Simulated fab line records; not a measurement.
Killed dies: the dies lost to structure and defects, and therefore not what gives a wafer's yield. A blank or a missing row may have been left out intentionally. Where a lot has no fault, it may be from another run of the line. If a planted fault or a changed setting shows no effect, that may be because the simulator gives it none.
Matching of chambers | flow n5_finfet | N5_BEOL_M3_ETCH_63 on rie_diel-02 has 4 sister chambers
The step etches SiARC in CF4, target depth 15.6 nm, time 26 s. 18 wafers are shown with their chamber, then 9 later ones without.

## EACH WAFER AND ITS CHAMBER
wafer  | chamber | showerhead_plenum_p_Torr (Torr) | drypump_motor_current_A (A) | throttle_valve_pct (%)
L075.2 | 1       | 2.13                            | 6.3                         | 15.55
L075.4 | 0       | 2.11                            | 5.3                         | 15.48
L075.6 | 1       | 2.13                            | 6.2                         | 15.55
L074.3 | 1       | 2.13                            | 6.3                         | 15.54
L074.5 | 1       | 2.13                            | 6.2                         | 15.53
L074.6 | 0       | 2.11                            | 5.2                         | 15.48
L077.1 | 0       | 2.11                            | 5.3                         | 15.50
L077.4 | 2       | 2.03                            | 5.6                         | 15.66
L077.6 | 0       | 2.11                            | 5.2                         | 15.49
L078.1 | 3       | 2.25                            | 5.5                         | 15.26
L078.5 | 2       | 2.03                            | 5.6                         | 15.64
L078.6 | 3       | 2.25                            | 5.5                         | 15.26
L082.3 | 2       | 2.03                            | 5.6                         | 15.68
L082.4 | 1       | 2.13                            | 6.2                         | 15.57
L082.6 | 1       | 2.13                            | 6.2                         | 15.56
L085.1 | 1       | 2.12                            | 6.2                         | 15.58
L085.2 | 0       | 2.10                            | 5.2                         | 15.53
L085.5 | 2       | 2.03                            | 5.6                         | 15.68

SIGNATURES (averages over the wafers above)
reading                  | chamber 0 | chamber 1 | chamber 2 | chamber 3 | scatter within a chamber
showerhead_plenum_p_Torr | 2.1080    | 2.1286    | 2.0300    | 2.2500    | 0.00344
drypump_motor_current_A  | 5.240     | 6.229     | 5.600     | 5.500     | 0.0433
throttle_valve_pct       | 15.4960   | 15.5543   | 15.6650   | 15.2600   | 0.0181
Rule: for each reading, subtract the chamber's mean from the wafer's reading, divide by that reading's scatter and square the result; add these up over the readings and take the root, which gives the wafer's distance from the chamber. If the next closest chamber is less than 2 further off than the closest, the wafer can't be placed; otherwise it belongs to the closest. The scatter: take each reading less its chamber's mean, square it, sum over the shown wafers, divide by the number of wafers less the number of chambers, and take the root.

## WAFERS WHOSE CHAMBER IS MISSING
wafer  | showerhead_plenum_p_Torr (Torr) | drypump_motor_current_A (A) | throttle_valve_pct (%)
L087.1 | 2.11                            | 5.3                         | 15.52
L087.4 | 2.03                            | 5.6                         | 15.68
L087.5 | 2.12                            | 6.2                         | 15.57
L089.1 | 2.12                            | 6.2                         | 15.60
L089.5 | 2.03                            | 5.6                         | 15.69
L089.6 | 2.12                            | 6.2                         | 15.60
L091.1 | 2.10                            | 5.2                         | 15.54
L091.5 | 2.03                            | 5.6                         | 15.70
L091.6 | 2.25                            | 5.5                         | 15.30

## THE CHAMBER EACH PASSED THROUGH
wafer  | from the rows above | in truth
L087.1 | 0                   | 0
L087.4 | 2                   | 2
L087.5 | 1                   | 1
L089.1 | 1                   | 1
L089.5 | 2                   | 2
L089.6 | 1                   | 1
L091.1 | 0                   | 0
L091.5 | 2                   | 2
L091.6 | 3                   | 3
Correct placement for 9 of the 9. Not placeable from these rows: 0. Number placed wrongly: 0.
